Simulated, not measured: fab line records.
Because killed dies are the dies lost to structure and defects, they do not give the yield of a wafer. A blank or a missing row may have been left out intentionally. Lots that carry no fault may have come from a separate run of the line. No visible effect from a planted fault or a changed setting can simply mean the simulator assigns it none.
Lot-split experiment / flow n5_finfet / 39 wafers read from 7 lots, route of 1938 steps

THE SPLIT ITSELF
At N5_DUMMY_GATE_ETCH_32 (etches SiO2 in CF4, target depth 3.5 nm, time 3.9 s), the setting time_s was moved away from the recipe's 3.9 s on 15 of the 39 wafers read, by -22.4% to +22.1%. All remaining wafers had this setting at the recipe value.

The split's own step is where the reading is taken.

THE READING
etch.depth_nm (the simulator's own value, which no gauge read), in nm, at N5_DUMMY_GATE_ETCH_32 (etches SiO2 in CF4, target depth 3.5 nm, time 3.9 s). There is no usual value for it anywhere in the file. The 24 wafers here that ran the recipe average 3.455 nm, standard deviation 0.037 nm.

wafer=L075.1; tool, chamber at the split=rie_si-04, 2; time_s as run, s=3.9; against the recipe=recipe; etch.depth_nm, nm=3.523; against lot-mates on the recipe=-
wafer=L075.2; tool, chamber at the split=rie_si-04, 1; time_s as run, s=3.9; against the recipe=recipe; etch.depth_nm, nm=3.461; against lot-mates on the recipe=-
wafer=L075.5; tool, chamber at the split=rie_si-04, 0; time_s as run, s=3.9; against the recipe=recipe; etch.depth_nm, nm=3.502; against lot-mates on the recipe=-
wafer=L078.1; tool, chamber at the split=rie_si-03, 2; time_s as run, s=4.494; against the recipe=+15.2%; etch.depth_nm, nm=3.969; against lot-mates on the recipe=+0.493
wafer=L078.2; tool, chamber at the split=rie_si-03, 1; time_s as run, s=3.9; against the recipe=recipe; etch.depth_nm, nm=3.459; against lot-mates on the recipe=-
wafer=L078.3; tool, chamber at the split=rie_si-03, 3; time_s as run, s=3.9; against the recipe=recipe; etch.depth_nm, nm=3.482; against lot-mates on the recipe=-
wafer=L078.4; tool, chamber at the split=rie_si-03, 0; time_s as run, s=4.494; against the recipe=+15.2%; etch.depth_nm, nm=4.002; against lot-mates on the recipe=+0.526
wafer=L078.5; tool, chamber at the split=rie_si-03, 2; time_s as run, s=3.9; against the recipe=recipe; etch.depth_nm, nm=3.487; against lot-mates on the recipe=-
wafer=L078.6; tool, chamber at the split=rie_si-03, 3; time_s as run, s=4.494; against the recipe=+15.2%; etch.depth_nm, nm=3.987; against lot-mates on the recipe=+0.511
wafer=L079.1; tool, chamber at the split=rie_si-04, 1; time_s as run, s=3.9; against the recipe=recipe; etch.depth_nm, nm=3.414; against lot-mates on the recipe=-
wafer=L079.2; tool, chamber at the split=rie_si-04, 3; time_s as run, s=3.9; against the recipe=recipe; etch.depth_nm, nm=3.546; against lot-mates on the recipe=-
wafer=L079.3; tool, chamber at the split=rie_si-04, 2; time_s as run, s=3.9; against the recipe=recipe; etch.depth_nm, nm=3.468; against lot-mates on the recipe=-
wafer=L079.4; tool, chamber at the split=rie_si-04, 2; time_s as run, s=3.9; against the recipe=recipe; etch.depth_nm, nm=3.451; against lot-mates on the recipe=-
wafer=L079.5; tool, chamber at the split=rie_si-04, 1; time_s as run, s=3.9; against the recipe=recipe; etch.depth_nm, nm=3.404; against lot-mates on the recipe=-
wafer=L079.6; tool, chamber at the split=rie_si-04, 3; time_s as run, s=3.9; against the recipe=recipe; etch.depth_nm, nm=3.522; against lot-mates on the recipe=-
wafer=L080.1; tool, chamber at the split=rie_si-05, 1; time_s as run, s=4.217; against the recipe=+8.1%; etch.depth_nm, nm=3.725; against lot-mates on the recipe=+0.292
wafer=L080.2; tool, chamber at the split=rie_si-05, 0; time_s as run, s=3.9; against the recipe=recipe; etch.depth_nm, nm=3.446; against lot-mates on the recipe=-
wafer=L080.3; tool, chamber at the split=rie_si-05, 3; time_s as run, s=4.217; against the recipe=+8.1%; etch.depth_nm, nm=3.734; against lot-mates on the recipe=+0.301
wafer=L080.4; tool, chamber at the split=rie_si-05, 2; time_s as run, s=3.9; against the recipe=recipe; etch.depth_nm, nm=3.429; against lot-mates on the recipe=-
wafer=L080.5; tool, chamber at the split=rie_si-05, 1; time_s as run, s=3.9; against the recipe=recipe; etch.depth_nm, nm=3.424; against lot-mates on the recipe=-
wafer=L080.6; tool, chamber at the split=rie_si-05, 2; time_s as run, s=4.217; against the recipe=+8.1%; etch.depth_nm, nm=3.718; against lot-mates on the recipe=+0.285
wafer=L082.1; tool, chamber at the split=rie_si-03, 0; time_s as run, s=3.9; against the recipe=recipe; etch.depth_nm, nm=3.425; against lot-mates on the recipe=-
wafer=L082.2; tool, chamber at the split=rie_si-03, 3; time_s as run, s=3.9; against the recipe=recipe; etch.depth_nm, nm=3.445; against lot-mates on the recipe=-
wafer=L082.3; tool, chamber at the split=rie_si-03, 2,1; time_s as run, s=3.025; against the recipe=-22.4%; etch.depth_nm, nm=2.668; against lot-mates on the recipe=-0.757
wafer=L082.5; tool, chamber at the split=rie_si-03, 2,1; time_s as run, s=3.025; against the recipe=-22.4%; etch.depth_nm, nm=2.668; against lot-mates on the recipe=-0.757
wafer=L082.4; tool, chamber at the split=rie_si-03, 1; time_s as run, s=3.9; against the recipe=recipe; etch.depth_nm, nm=3.405; against lot-mates on the recipe=-
wafer=L082.6; tool, chamber at the split=rie_si-03, 0; time_s as run, s=3.025; against the recipe=-22.4%; etch.depth_nm, nm=2.669; against lot-mates on the recipe=-0.756
wafer=L083.1; tool, chamber at the split=rie_si-05, 0; time_s as run, s=4.236; against the recipe=+8.6%; etch.depth_nm, nm=3.705; against lot-mates on the recipe=+0.274
wafer=L083.2; tool, chamber at the split=rie_si-05, 2; time_s as run, s=3.9; against the recipe=recipe; etch.depth_nm, nm=3.445; against lot-mates on the recipe=-
wafer=L083.3; tool, chamber at the split=rie_si-05, 1; time_s as run, s=4.236; against the recipe=+8.6%; etch.depth_nm, nm=3.666; against lot-mates on the recipe=+0.235
wafer=L083.4; tool, chamber at the split=rie_si-05, 1; time_s as run, s=3.9; against the recipe=recipe; etch.depth_nm, nm=3.42; against lot-mates on the recipe=-
wafer=L083.5; tool, chamber at the split=rie_si-05, 0; time_s as run, s=4.236; against the recipe=+8.6%; etch.depth_nm, nm=3.758; against lot-mates on the recipe=+0.327
wafer=L083.6; tool, chamber at the split=rie_si-05, 2; time_s as run, s=3.9; against the recipe=recipe; etch.depth_nm, nm=3.429; against lot-mates on the recipe=-
wafer=L084.1; tool, chamber at the split=rie_si-05, 3; time_s as run, s=3.9; against the recipe=recipe; etch.depth_nm, nm=3.45; against lot-mates on the recipe=-
wafer=L084.2; tool, chamber at the split=rie_si-05, 0; time_s as run, s=3.9; against the recipe=recipe; etch.depth_nm, nm=3.444; against lot-mates on the recipe=-
wafer=L084.3; tool, chamber at the split=rie_si-05, 2; time_s as run, s=4.762; against the recipe=+22.1%; etch.depth_nm, nm=4.17; against lot-mates on the recipe=+0.724
wafer=L084.4; tool, chamber at the split=rie_si-05, 1; time_s as run, s=4.762; against the recipe=+22.1%; etch.depth_nm, nm=4.164; against lot-mates on the recipe=+0.718
wafer=L084.5; tool, chamber at the split=rie_si-05, 0; time_s as run, s=3.9; against the recipe=recipe; etch.depth_nm, nm=3.443; against lot-mates on the recipe=-
wafer=L084.6; tool, chamber at the split=rie_si-05, 3; time_s as run, s=4.762; against the recipe=+22.1%; etch.depth_nm, nm=4.267; against lot-mates on the recipe=+0.821
If several chambers appear in one row, that row covers several wafers at once and the file leaves open which wafer was in which chamber.

THE FIT
A straight line over all 39 wafers: etch.depth_nm changes by +0.0343 nm for each +1% of time_s; r = +0.99; the points scatter about the line by 0.037 nm.
The same after taking each lot's own level away (the mean of its wafers on the recipe; 39 wafers): +0.0339 nm for each +1%; r = +1.00; scatter 0.03 nm.
On that fit, the largest move of time_s shifts the reading by 0.76 nm.
Measured against the standard deviation above, the lots' own levels, which go from 3.4250 to 3.4953 nm, span 1.9 times it.
Hence the lot-to-lot level has little effect on the slope; both slopes agree.
Check: -0.759 nm against its lot-mates is what the line predicts for one of the wafers moved furthest among these (-22.4%) when that wafer is left out of the fit. Against them it came out at -0.757 nm.

THESE WAFERS: OTHER SPLITS
Other splits were also applied to these wafers ahead of the reading. Each is held against what the fit with the lots' levels taken away leaves over:
other split on the same wafers=N5_FIN_SAQP_EXPOSE_13 dose_mj; wafers away from the commonest value=15; r with etch.depth_nm (lot level and that fit taken away)=-0.13
other split on the same wafers=N5_FIN_CUT_CUT_ETCH_26 target_depth_a; wafers away from the commonest value=9; r with etch.depth_nm (lot level and that fit taken away)=+0.20
other split on the same wafers=N5_DUMMY_GATE_CVD_03 temp_c; wafers away from the commonest value=27; r with etch.depth_nm (lot level and that fit taken away)=+0.04
other split on the same wafers=N5_DUMMY_GATE_ETCH_37 source_w; wafers away from the commonest value=12; r with etch.depth_nm (lot level and that fit taken away)=-0.23

THE FILE'S OWN FIT
etch.depth_nm changes by +0.0339 nm for each +1% of time_s, r = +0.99.
